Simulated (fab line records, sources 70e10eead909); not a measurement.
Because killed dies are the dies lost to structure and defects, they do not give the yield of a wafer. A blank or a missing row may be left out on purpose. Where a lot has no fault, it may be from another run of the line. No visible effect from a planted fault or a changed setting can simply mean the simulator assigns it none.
fab line records -- flow nand_harc
[record] lots = 5, wafers = 15, last_day = 33
route steps=1302 shown P_ZERO_WELL@44
lots with no fault: from the same line, run without faults
start_h: hours from the record's first day to the start of the lot's first wafer shown -- wait_h: time in hours since the lot's previous step -- " repeats the value in the row above -- L1.1+2: a single row standing in for several wafers -- - value missing, or start not given -- * or withheld: withheld -- < > ~ a bound
route shown NAME@n: names a module that has steps shown in the file, with the first one's number in the route -- usual: mean/standard deviation of fault-free wafers -- same: alike in all rows -- chamber/n: place in a boat -- sites: readings site by site -- _std_site: their standard deviation -- _edge_site: inner sites' mean taken away from outer sites' mean -- radius_mm: for every site, how far away it sits from the centre of the wafer -- mask NAME#n: copy n -- behind: tool/chamber where the wafer was last shaped -- hold: why the lot was held/for how many hours/how that ended -- device: whichever transistor did not switch (one of n, p or np) -- end of line: the tests these same wafers got at the end of their route -- where a step has no rows: the recipe by itself -- killed: count of dies lost to structure and defects at first sort (not the wafer's yield) -- map: a wafer's dies, marking killed ones x, the rest . and places with no die _
set.NAME: the setting that was run; set.NAME@STEP: the one run at that earlier step -- model.NAME: the simulator's own value behind a step, which no gauge read
certain route steps with their lots: each step a table, each wafer a row
services: a tool's chamber out of use, with start hour (start_h, from the record's first day; less than 0 if before it), hours out, and reason
[[steps]]
[step NHARC_P_ZERO_WELL_CD_MEAS_37]
[recipe] target_cd_nm = 720, landing_energy_ev = 500
[usual] cd_nm = 719.5/2.5
lot.wafer,tool,chamber,start_h,wait_h,cd_nm
L396.1,cd_sem-03,0,43.97,-,722.3
L396.3,cd_sem-03,0,43.97,-,717.5
L396.4,cd_sem-03,0,43.97,-,722.0
L401.1,cd_sem-01,0,94.24,-,718.5
L401.4,cd_sem-01,0,94.24,-,722.6
L401.6,cd_sem-01,0,94.24,-,717.8
L406.2,cd_sem-01,0,144.09,-,722.0
L406.5,cd_sem-01,0,144.09,-,718.4
L406.6,cd_sem-01,0,144.09,-,724.5
L416.1,cd_sem-01,0,244.22,-,719.0
L416.5,cd_sem-01,0,244.22,-,717.5
L416.6,cd_sem-01,0,244.22,-,719.7
L417.3,cd_sem-03,0,254.22,-,724.8
L417.4,cd_sem-03,0,254.22,-,717.9
L417.6,cd_sem-03,0,254.22,-,720.7
[step NHARC_P_ZERO_WELL_HARDBAKE_38]
[recipe] temp_c = 125, time_s = 80
[step NHARC_P_ZERO_WELL_DESCUM_39]
[recipe] time_s = 3, o2_flow_sccm = 200, ar_flow_sccm = 0, bias_power_w = 0, chemistry = O2
[usual] drypump_motor_current_A = 5.5/0.31, o2_flow_sccm = 200.0/0.57, oes_product_au = 0.996/0.014, rf_vpp_V = 57.7/0.88, showerhead_plenum_p_Torr = 1.90/0.088, throttle_valve_pct = 11.311/0.0097
lot.wafer,tool,chamber,start_h,wait_h,drypump_motor_current_A,o2_flow_sccm,oes_product_au,rf_hours_counter_h,rf_vpp_V,showerhead_plenum_p_Torr,throttle_valve_pct
L396.4,rie_diel-06,1,44.13,-,5.3,199.9,1.023,24,59.1,1.93,11.297
L396.1,rie_diel-06,2,44.13,-,5.4,201.2,0.993,22,57.4,1.87,11.327
L396.3,rie_diel-06,0,44.13,-,5.0,199.9,0.992,23,56.8,1.78,11.304
L401.4,rie_diel-06,0,94.40,-,5.0,199.7,0.995,39,57.3,1.77,11.300
L401.1,rie_diel-06,3,94.40,-,5.9,200.9,1.007,35,57.3,1.98,11.311
L401.6,rie_diel-06,0,94.40,-,5.0,199.4,0.985,-,57.7,1.77,11.296
L406.2,rie_diel-03,0,144.27,-,5.2,199.3,0.970,14,56.2,1.80,11.321
L406.6,rie_diel-03,3,144.27,-,5.6,199.5,0.999,-,58.1,1.92,11.331
L406.5,rie_diel-03,0,144.27,-,5.2,199.6,0.976,-,56.9,1.80,11.302
L416.1,rie_diel-06,3,244.40,-,5.9,200.1,1.000,36,57.6,1.96,11.305
L416.5,rie_diel-06,1,244.40,-,5.2,199.9,1.011,-,57.5,1.91,11.323
L416.6,rie_diel-06,2,244.40,-,5.4,200.3,1.013,-,58.5,1.85,11.309
L417.4,rie_diel-02,0,254.39,-,5.8,200.3,0.995,11,56.1,1.80,11.308
L417.3,rie_diel-02,2,254.39,-,5.9,199.8,0.999,10,59.2,2.00,11.311
L417.6,rie_diel-02,0,254.39,-,5.8,199.7,0.986,-,55.3,1.80,11.308
[step NHARC_P_ZERO_WELL_IMPLANT_40]
[recipe] energy_kev = 300, dose_cm2 = 1e+13, tilt_deg = 7
[step NHARC_P_ZERO_WELL_IMPLANT_59]
[recipe] energy_kev = 120, dose_cm2 = 5e+12, tilt_deg = 7
[step NHARC_P_ZERO_WELL_IMPLANT_60]
[recipe] energy_kev = 30, dose_cm2 = 2e+12, tilt_deg = 7
[step NHARC_P_ZERO_WELL_STRIP_41]
[recipe] time_s = 840, temp_c = 130, chemistry = SPM
[step NHARC_P_ZERO_WELL_DEHYDRATE_44]
[recipe] temp_c = 150, time_s = 120
[step NHARC_P_ZERO_WELL_HMDS_45]
[recipe] time_s = 30
[step NHARC_P_ZERO_WELL_COAT_46]
[recipe] spin_rpm = withheld
[step NHARC_P_ZERO_WELL_SOFTBAKE_47]
[recipe] temp_c = 122, time_s = 95
[step NHARC_P_ZERO_WELL_EBR_48]
[step NHARC_P_ZERO_WELL_EXPOSE_49]
[recipe] na = 0.6, target_cd_nm = 2000, dose_mj = 22.64, mask_id = P_HVPW
lot.wafer,tool,chamber,start_h,wait_h,mask
L396.1+3+4,krf_scanner-03,0,45.45,-,P_HVPW#0
L401.1+4+6,krf_scanner-04,0,95.60,-,P_HVPW#0
L406.2+5+6,krf_scanner-03,0,145.61,-,P_HVPW_R1#0
L416.1+5+6,krf_scanner-02,0,245.58,-,P_HVPW#0
L417.3+4+6,krf_scanner-04,0,255.72,-,P_HVPW#0
[step NHARC_P_ZERO_WELL_PEB_50]
[recipe] peb_temp_c = 118, peb_time_s = 85
[step NHARC_P_ZERO_WELL_DEVELOP_51]
[recipe] time_s = 70
[step NHARC_P_ZERO_WELL_CD_MEAS_52]
[recipe] target_cd_nm = 2000, landing_energy_ev = 500
[usual] cd_nm = 2000.3/2.4
lot.wafer,tool,chamber,start_h,wait_h,cd_nm
L396.1,cd_sem-03,0,45.61,-,1997.8
L396.3,cd_sem-03,0,45.61,-,2000.2
L396.4,cd_sem-03,0,45.61,-,2000.6
L401.1,cd_sem-01,0,95.75,-,1999.5
L401.4,cd_sem-01,0,95.75,-,2001.3
L401.6,cd_sem-01,0,95.75,-,2002.8
L406.2,cd_sem-02,0,145.77,-,1913.5
L406.5,cd_sem-02,0,145.77,-,1913.2
L406.6,cd_sem-02,0,145.77,-,1910.4
L416.1,cd_sem-02,0,245.74,-,1998.8
L416.5,cd_sem-02,0,245.74,-,2001.1
L416.6,cd_sem-02,0,245.74,-,2001.1
L417.3,cd_sem-02,0,255.87,-,1996.9
L417.4,cd_sem-02,0,255.87,-,1994.2
L417.6,cd_sem-02,0,255.87,-,1996.0
[step NHARC_P_ZERO_WELL_HARDBAKE_53]
[recipe] temp_c = 125, time_s = 80
[step NHARC_P_ZERO_WELL_DESCUM_54]
[recipe] time_s = 3, o2_flow_sccm = 200, ar_flow_sccm = 0, bias_power_w = 0, chemistry = O2
[usual] drypump_motor_current_A = 5.53/0.29, o2_flow_sccm = 200.0/0.57, oes_product_au = 0.994/0.012, rf_vpp_V = 57.6/0.87, showerhead_plenum_p_Torr = 1.89/0.094, throttle_valve_pct = 11.312/0.009
lot.wafer,tool,chamber,start_h,wait_h,drypump_motor_current_A,o2_flow_sccm,oes_product_au,rf_hours_counter_h,rf_vpp_V,showerhead_plenum_p_Torr,throttle_valve_pct,model.P_ZERO_WELL.cd_nm
L396.3,rie_diel-06,1,45.77,-,5.28,200.1,1.007,25,58.1,1.93,11.312,2000
L396.4,rie_diel-06,2,45.77,-,5.42,201.1,1.003,23,57.3,1.87,11.316,2000
L396.1,rie_diel-06,0,45.77,-,5.00,200.3,0.998,24,57.5,1.78,11.304,1997
L401.4,rie_diel-03,1,95.91,-,5.85,200.3,0.999,60,57.3,1.76,11.320,2002
L401.1,rie_diel-03,3,95.91,-,5.64,199.8,1.011,50,57.8,1.93,11.295,1999
L401.6,rie_diel-03,1,95.91,-,5.86,200.1,0.985,-,56.8,1.76,11.313,2003
L406.2,rie_diel-02,0,145.92,-,5.79,199.9,0.992,37,55.9,1.81,11.309,1914
L406.6,rie_diel-02,0,145.92,-,5.76,200.6,0.990,-,58.1,1.81,11.308,1911
L406.5,rie_diel-02,1,145.92,-,5.58,200.1,1.014,-,57.9,1.79,11.321,1913
L416.1,rie_diel-03,1,245.91,-,5.86,199.6,1.010,9,57.9,2.07,11.301,2000
L416.5,rie_diel-03,0,245.91,-,5.20,198.9,0.973,-,57.8,1.79,11.315,2001
L416.6,rie_diel-03,1,245.91,-,5.85,200.9,1.004,-,58.2,2.07,11.297,2002
L417.3,rie_diel-02,0,256.03,-,5.80,200.8,0.984,12,57.9,1.80,11.315,1998
L417.4,rie_diel-02,1,256.03,-,5.53,199.8,0.984,10,58.6,1.78,11.320,1994
L417.6,rie_diel-02,0,256.03,-,5.78,199.3,0.988,-,55.5,1.80,11.304,1996
[step NHARC_P_ZERO_WELL_IMPLANT_55]
[recipe] energy_kev = 180, dose_cm2 = 8e+11, tilt_deg = 7
[[services]]
tool,chamber,start_h,hours,kind
rie_diel-03,-,31.90,1.1,repair
rie_diel-06,0,35.80,-,clean
rie_diel-06,1,35.80,-,clean
rie_diel-06,2,35.80,-,clean
rie_diel-06,3,35.80,-,clean
rie_diel-02,-,39.70,9.0,pm
krf_scanner-03,-,50.16,11.9,repair
krf_scanner-02,-,50.25,2.2,repair
rie_diel-06,0,60.37,-,clean
rie_diel-06,1,60.37,-,clean
krf_scanner-03,-,62.09,4.0,pm
krf_scanner-04,-,76.00,0.5,repair
krf_scanner-02,-,94.00,4.0,pm
krf_scanner-02,-,103.35,1.8,repair
rie_diel-03,-,104.44,9.0,pm
krf_scanner-03,-,127.94,2.4,repair
rie_diel-06,-,130.25,9.0,pm
rie_diel-02,0,165.77,23.0,repair
krf_scanner-02,-,179.07,0.4,repair
krf_scanner-04,-,182.00,4.0,pm
rie_diel-06,0,205.30,7.9,repair
krf_scanner-02,-,209.52,1.2,repair
rie_diel-02,-,216.70,9.0,pm
krf_scanner-03,-,234.09,4.0,pm
[[key]]
[first_sign] step = NHARC_P_ZERO_WELL_EXPOSE_49, reading = mask, direction = changed
[effect] step = NHARC_P_ZERO_WELL_CD_MEAS_52, reading = cd_nm, direction = down, sigmas = 37, usual = 2000.3, struck = 1912.4
[model_effect] step = NHARC_P_ZERO_WELL_DESCUM_54, value = P_ZERO_WELL.cd_nm, without = 2001, struck = 1913
met_at NHARC_P_ZERO_WELL_EXPOSE_49
struck_wafers L406.2,L406.5,L406.6
tester_left_out L406
onset_between 45.45 145.61
[fault] kind = wrong_mask, tool = any, chamber = -, onset_h = 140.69, steps = NHARC_P_ZERO_WELL_EXPOSE_49, aux_copy = P_HVPW_R1#0, cd_offset_nm = -88.294, scope = struck_lots_only
// tester_left_out: of these lots the tester's yield and bins aren't shown, on N5 and GAA mostly nor the transistor test; their killed dies are dies lost to structure and defects alone, not to doping, threshold or leakage, so they don't give the yield
